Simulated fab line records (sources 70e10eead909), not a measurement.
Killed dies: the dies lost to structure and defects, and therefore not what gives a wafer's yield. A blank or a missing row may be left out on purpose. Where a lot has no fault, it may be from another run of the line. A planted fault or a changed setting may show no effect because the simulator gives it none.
The tool behind it: which one?    flow nand_harc    72 wafers from 24 lots sampled at 5 of the route's 1159 steps

== WHAT EACH GAUGE READ, for each wafer ==
NHARC_A_SLIT_CD_MEAS_21.
lot   measured      on         cd_nm (nm)
L074  day 14 03:23  cd_sem-01  288.3 289.2 290.5
L076  day 14 23:37  cd_sem-01  289.1 289.9 290.0
L075  day 15 03:26  cd_sem-01  290.5 288.6 289.1
L078  day 15 01:46  cd_sem-02  289.2 289.0 289.4
L077  day 15 05:05  cd_sem-03  289.5 290.9 290.9
L079  day 15 13:56  cd_sem-01  289.1 289.8 289.2
L082  day 16 11:27  cd_sem-02  290.4 289.0 289.5
L084  day 16 15:49  cd_sem-01  288.8 290.0 287.9
L081  day 16 17:29  cd_sem-03  288.8 290.2 291.1
L080  day 16 15:50  cd_sem-03  289.7 288.1 288.9
L083  day 16 17:42  cd_sem-03  290.0 291.5 290.8
L087  day 17 21:49  cd_sem-03  288.3 289.1 289.3
L088  day 17 23:30  cd_sem-01  289.4 288.5 289.0
L089  day 17 23:25  cd_sem-03  289.6 289.7 289.1
L085  day 18 01:08  cd_sem-03  290.7 289.7 290.9
L086  day 17 21:46  cd_sem-02  289.7 289.5 289.3
L090  day 18 08:56  cd_sem-02  288.6 288.8 287.9
L091  day 18 08:40  cd_sem-03  289.1 289.7 289.4
L093  day 18 21:49  cd_sem-02  289.8 289.3 289.6
L092  day 18 22:24  cd_sem-01  287.7 289.3 288.2
L095  day 19 12:40  cd_sem-03  289.3 289.7 289.5
L094  day 19 13:04  cd_sem-01  291.2 290.7 291.7
L096  day 20 06:49  cd_sem-03  287.9 289.3 288.1
L097  day 20 07:46  cd_sem-02  287.2 287.7 288.8

NHARC_A_CONTACT_CD_MEAS_42: the cd target is 200 nm.
lot   measured      on         cd_nm (nm)
L074  day 15 18:05  cd_sem-02  199.0 200.3 201.5
L076  day 16 16:20  cd_sem-02  200.4 200.7 201.5
L075  day 16 21:08  cd_sem-01  200.9 201.1 201.0
L078  day 17 02:36  cd_sem-01  201.5 201.5 200.1
L077  day 16 22:10  cd_sem-03  199.9 200.2 200.7
L079  day 17 07:16  cd_sem-03  200.5 199.6 200.4
L082  day 18 01:29  cd_sem-01  201.1 200.3 201.5
L084  day 18 11:41  cd_sem-03  200.8 200.8 199.7
L081  day 18 13:53  cd_sem-02  201.4 199.4 199.9
L080  day 18 17:52  cd_sem-03  200.2 199.8 200.5
L083  day 18 14:47  cd_sem-01  199.6 200.8 200.4
L087  day 19 14:11  cd_sem-03  199.8 201.3 200.0
L088  day 20 02:33  cd_sem-01  200.1 200.4 200.9
L089  day 19 22:14  cd_sem-02  201.7 201.1 199.8
L085  day 19 23:17  cd_sem-01  200.1 200.1 199.9
L086  day 19 14:29  cd_sem-03  199.5 200.2 200.2
L090  day 20 07:58  cd_sem-02  201.5 199.6 201.3
L091  day 20 05:53  cd_sem-02  200.8 200.3 201.3
L093  day 20 16:26  cd_sem-03  199.8 201.1 200.0
L092  day 20 15:44  cd_sem-03  200.4 201.1 200.7
L095  day 21 11:10  cd_sem-03  200.4 200.7 201.8
L094  day 21 10:05  cd_sem-02  201.1 200.8 201.4
L096  day 22 00:43  cd_sem-01  201.4 201.0 202.1
L097  day 22 05:05  cd_sem-03  201.4 200.2 200.1

== EACH LOT AND THE TOOL THAT RAN IT (in order: tool; ch and the chambers of the sampled wafers; start) ==
lot   NHARC_A_SGD_CUT_ETCH_16                        NHARC_A_SLIT_ETCH_24                NHARC_A_SLIT_ETCH_29
L074  rie_diel-01 ch 2,3, day 13 22:41 or earlier    rie_diel-12 ch 1,2,3, day 13 22:41  rie_diel-10 ch 0,2,3, day 14 02:52
L076  rie_diel-03 ch 0,1,3, day 14 18:09 or earlier  rie_diel-12 ch 0,1,2, day 14 18:09  rie_diel-12 ch 1,2, day 14 23:04
L075  rie_diel-11 ch 0,1, day 14 22:36 or earlier    rie_diel-10 ch 0,3, day 14 22:36    rie_diel-12 ch 0,3, day 15 02:54
L078  rie_diel-03 ch 2,3, day 14 22:26 or earlier    rie_diel-12 ch 0,2,3, day 14 22:26  rie_diel-10 ch 2,3, day 15 01:14
L077  rie_diel-03 ch 1,3, day 15 00:32 or earlier    rie_diel-12 ch 2,3, day 15 00:32    rie_diel-02 ch 2,3, day 15 04:33
L079  rie_diel-01 ch 1,3, day 15 10:38 or earlier    rie_diel-12 ch 0,1,2, day 15 10:38  rie_diel-10 ch 0,3, day 15 13:25
L082  rie_diel-11 ch 0,2,3, day 16 08:09 or earlier  rie_diel-10 ch 0,1,2, day 16 08:09  rie_diel-02 ch 1,2, day 16 10:55
L084  rie_diel-11 ch 0,2, day 16 12:29 or earlier    rie_diel-12 ch 1,3, day 16 12:29    rie_diel-10 ch 0,1,3, day 16 15:16
L081  rie_diel-01 ch 1,2, day 16 12:32 or earlier    rie_diel-02 ch 0,1,2, day 16 12:32  rie_diel-10 ch 2,3, day 16 16:56
L080  rie_diel-11 ch 0,3, day 16 12:31 or earlier    rie_diel-10 ch 0,2,3, day 16 12:31  rie_diel-12 ch 1,2, day 16 15:18
L083  rie_diel-03 ch 0,1, day 16 14:21 or earlier    rie_diel-02 ch 0,1,3, day 16 14:21  rie_diel-12 ch 0,2, day 16 17:10
L087  rie_diel-01 ch 0,1, day 17 16:47 or earlier    rie_diel-02 ch 0,1,2, day 17 16:47  rie_diel-12 ch 0,1, day 17 21:17
L088  rie_diel-03 ch 1,2,3, day 17 18:40 or earlier  rie_diel-02 ch 0,1,3, day 17 18:40  rie_diel-02 ch 1,2,3, day 17 22:57
L089  rie_diel-01 ch 0,1,3, day 17 18:28 or earlier  rie_diel-12 ch 0,3, day 17 18:28    rie_diel-10 ch 1,2,3, day 17 22:54
L085  rie_diel-11 ch 0,1,3, day 17 19:50 or earlier  rie_diel-02 ch 0,2,3, day 17 19:50  rie_diel-02 ch 0,1,3, day 18 00:36
L086  rie_diel-01 ch 1,2,3, day 17 16:38 or earlier  rie_diel-12 ch 1,2, day 17 16:38    rie_diel-02 ch 0,1,3, day 17 21:14
L090  rie_diel-03 ch 0,1, day 18 05:35 or earlier    rie_diel-12 ch 1,3, day 18 05:35    rie_diel-12 ch 0,3, day 18 08:23
L091  rie_diel-01 ch 0,2,3, day 18 05:20 or earlier  rie_diel-10 ch 1,2,3, day 18 05:20  rie_diel-02 ch 0,3, day 18 08:07
L093  rie_diel-11 ch 0,2,3, day 18 18:29 or earlier  rie_diel-02 ch 0,2,3, day 18 18:29  rie_diel-12 ch 1,2,3, day 18 21:17
L092  rie_diel-01 ch 0,2,3, day 18 18:46 or earlier  rie_diel-12 ch 0,1, day 18 18:46    rie_diel-02 ch 0,2,3, day 18 21:52
L095  rie_diel-11 ch 0,1,3, day 19 09:22 or earlier  rie_diel-12 ch 1,2,3, day 19 09:22  rie_diel-12 ch 0,3, day 19 12:08
L094  rie_diel-03 ch 2,3, day 19 09:33 or earlier    rie_diel-02 ch 0,1,3, day 19 09:33  rie_diel-02 ch 0,3, day 19 12:28
L096  rie_diel-11 ch 1,2,3, day 20 03:29 or earlier  rie_diel-12 ch 0,1, day 20 03:29    rie_diel-10 ch 0,1,2, day 20 06:17
L097  rie_diel-03 ch 0,3, day 20 03:44 or earlier    rie_diel-10 ch 1,2,3, day 20 03:44  rie_diel-12 ch 0,1,2, day 20 07:14
- NHARC_A_SGD_CUT_ETCH_16: etches the open film in C4F8/O2/Ar, target depth 310.5 nm, time 155.2 s.
- NHARC_A_SLIT_ETCH_24: etches the open film in CF4/CHF3, target depth 121 nm, time 60.5 s.
- NHARC_A_SLIT_ETCH_29: etches the open film in CF4/O2, target depth 100 nm, overetch 10 nm, time 55 s.

== WHAT THE TOOLS THEMSELVES READ (means of the sampled wafers that have a number; where no wafer has one, the mark that the record gives instead) ==
NHARC_A_SGD_CUT_ETCH_16.
lot   tool         oes_product_au (a.u.)  rf_vpp_V (V)
L074  rie_diel-01  0.972                  724
L076  rie_diel-03  0.981                  722
L075  rie_diel-11  0.973                  725
L078  rie_diel-03  0.979                  729
L077  rie_diel-03  0.993                  725
L079  rie_diel-01  0.968                  719
L082  rie_diel-11  0.980                  727
L084  rie_diel-11  0.976                  726
L081  rie_diel-01  0.976                  726
L080  rie_diel-11  0.982                  727
L083  rie_diel-03  0.978                  717
L087  rie_diel-01  0.979                  719
L088  rie_diel-03  0.967                  725
L089  rie_diel-01  0.975                  719
L085  rie_diel-11  0.979                  724
L086  rie_diel-01  0.957                  722
L090  rie_diel-03  0.979                  717
L091  rie_diel-01  0.975                  720
L093  rie_diel-11  0.967                  727
L092  rie_diel-01  0.979                  721
L095  rie_diel-11  0.947                  724
L094  rie_diel-03  0.951                  729
L096  rie_diel-11  0.943                  724
L097  rie_diel-03  0.950                  720

NHARC_A_SLIT_ETCH_24.
lot   tool         cf4_flow_sccm (sccm)  drypump_motor_current_A (A)  oes_product_au (a.u.)  rf_vpp_V (V)  showerhead_plenum_p_Torr (Torr)  throttle_valve_pct (%)
L074  rie_diel-12  100.06                5.3                          0.917                  372.3         1.61                             16.804
L076  rie_diel-12  100.08                5.1                          0.978                  372.5         1.62                             16.806
L075  rie_diel-10  100.06                5.9                          0.917                  371.4         1.61                             16.804
L078  rie_diel-12  99.63                 5.4                          0.932                  371.9         1.63                             16.799
L077  rie_diel-12  100.33                5.6                          0.958                  372.4         1.63                             16.800
L079  rie_diel-12  100.27                5.1                          0.972                  372.3         1.62                             16.796
L082  rie_diel-10  100.01                5.9                          0.972                  369.1         1.54                             16.807
L084  rie_diel-12  100.15                5.4                          0.964                  371.1         1.59                             16.798
L081  rie_diel-02  100.27                5.9                          0.966                  372.6         1.62                             16.803
L080  rie_diel-10  99.98                 5.8                          0.960                  370.3         1.57                             16.800
L083  rie_diel-02  100.15                5.9                          0.971                  371.3         1.58                             16.806
L087  rie_diel-02  100.30                5.9                          0.966                  372.7         1.62                             16.801
L088  rie_diel-02  99.94                 5.9                          0.962                  371.1         1.58                             16.805
L089  rie_diel-12  99.98                 5.2                          0.983                  373.2         1.62                             16.804
L085  rie_diel-02  100.02                5.9                          0.976                  370.0         1.59                             16.807
L086  rie_diel-12  99.95                 5.3                          0.941                  372.2         1.63                             16.807
L090  rie_diel-12  99.80                 5.2                          0.920                  371.1         1.58                             16.810
L091  rie_diel-10  100.15                6.1                          0.920                  370.3         1.55                             16.808
L093  rie_diel-02  100.15                5.9                          0.970                  371.6         1.59                             16.798
L092  rie_diel-12  100.24                4.9                          0.956                  371.4         1.58                             16.796
L095  rie_diel-12  100.03                5.4                          0.936                  371.5         1.61                             16.810
L094  rie_diel-02  100.17                5.9                          0.969                  371.6         1.58                             16.806
L096  rie_diel-12  100.04                4.9                          0.977                  370.7         1.58                             16.809
L097  rie_diel-10  99.75                 6.1                          0.974                  371.0         1.55                             16.796

NHARC_A_SLIT_ETCH_29.
lot   tool         cf4_flow_sccm (sccm)  drypump_motor_current_A (A)  oes_product_au (a.u.)  rf_vpp_V (V)  showerhead_plenum_p_Torr (Torr)  throttle_valve_pct (%)
L074  rie_diel-10  80.13                 5.8                          1.002                  197.2         1.33                             13.390
L076  rie_diel-12  79.96                 5.3                          1.005                  198.5         1.38                             13.389
L075  rie_diel-12  79.76                 5.4                          0.995                  198.6         1.38                             13.394
L078  rie_diel-10  79.93                 5.9                          1.007                  197.0         1.31                             13.397
L077  rie_diel-02  80.08                 6.0                          0.999                  199.0         1.36                             13.403
L079  rie_diel-10  79.90                 5.9                          0.997                  198.2         1.37                             13.387
L082  rie_diel-02  79.80                 6.1                          0.996                  198.8         1.39                             13.398
L084  rie_diel-10  80.18                 6.1                          0.990                  198.1         1.35                             13.395
L081  rie_diel-10  80.00                 6.0                          0.983                  198.1         1.35                             13.402
L080  rie_diel-12  79.95                 5.1                          1.000                  198.7         1.35                             13.398
L083  rie_diel-12  80.17                 5.1                          1.002                  199.2         1.39                             13.397
L087  rie_diel-12  79.80                 4.9                          1.008                  199.1         1.37                             13.395
L088  rie_diel-02  80.10                 6.1                          0.999                  198.3         1.36                             13.387
L089  rie_diel-10  80.07                 6.1                          1.001                  198.0         1.32                             13.397
L085  rie_diel-02  80.09                 5.9                          1.004                  197.1         1.34                             13.404
L086  rie_diel-02  80.03                 5.9                          0.993                  198.5         1.34                             13.395
L090  rie_diel-12  79.90                 5.4                          0.997                  199.4         1.37                             13.403
L091  rie_diel-02  79.86                 5.8                          0.993                  197.9         1.31                             13.397
L093  rie_diel-12  80.11                 5.3                          0.990                  198.5         1.37                             13.395
L092  rie_diel-02  80.15                 5.9                          1.013                  199.2         1.34                             13.392
L095  rie_diel-12  80.01                 5.4                          1.002                  197.8         1.37                             13.396
L094  rie_diel-02  79.92                 5.8                          1.000                  196.4         1.31                             13.390
L096  rie_diel-10  79.81                 5.9                          1.009                  197.6         1.30                             13.393
L097  rie_diel-12  79.94                 5.1                          0.995                  198.6         1.37                             13.396

== THE ANSWER, worked out from the rows above alone ==
Rule: usual is defined by the lots themselves. Put in order of their means at a reading, lots are off if they are a third of the lots or fewer, leave a main group of 4 or more, and stand apart from it by a gap of 3 or more times the standard deviation of the main group's means; of several such gaps the widest counts. If all means in a main group match to the digits the tables above print for the reading, that group is not used. Also off: a lot with no number at a reading for which 4 or more lots have one. Any other lot the step has rows for is counted as sound. The gauges are gone through in route order, then the tools' own readings, and for those a lot's mean is taken as printed above. The first step at which some lot is off is used, and at that step the reading that is off furthest; a lot without a number counts as furthest.
No lot is off at any reading shown: from this, nothing can be told.

== WHAT THE SIMULATOR HAD INSERTED ==
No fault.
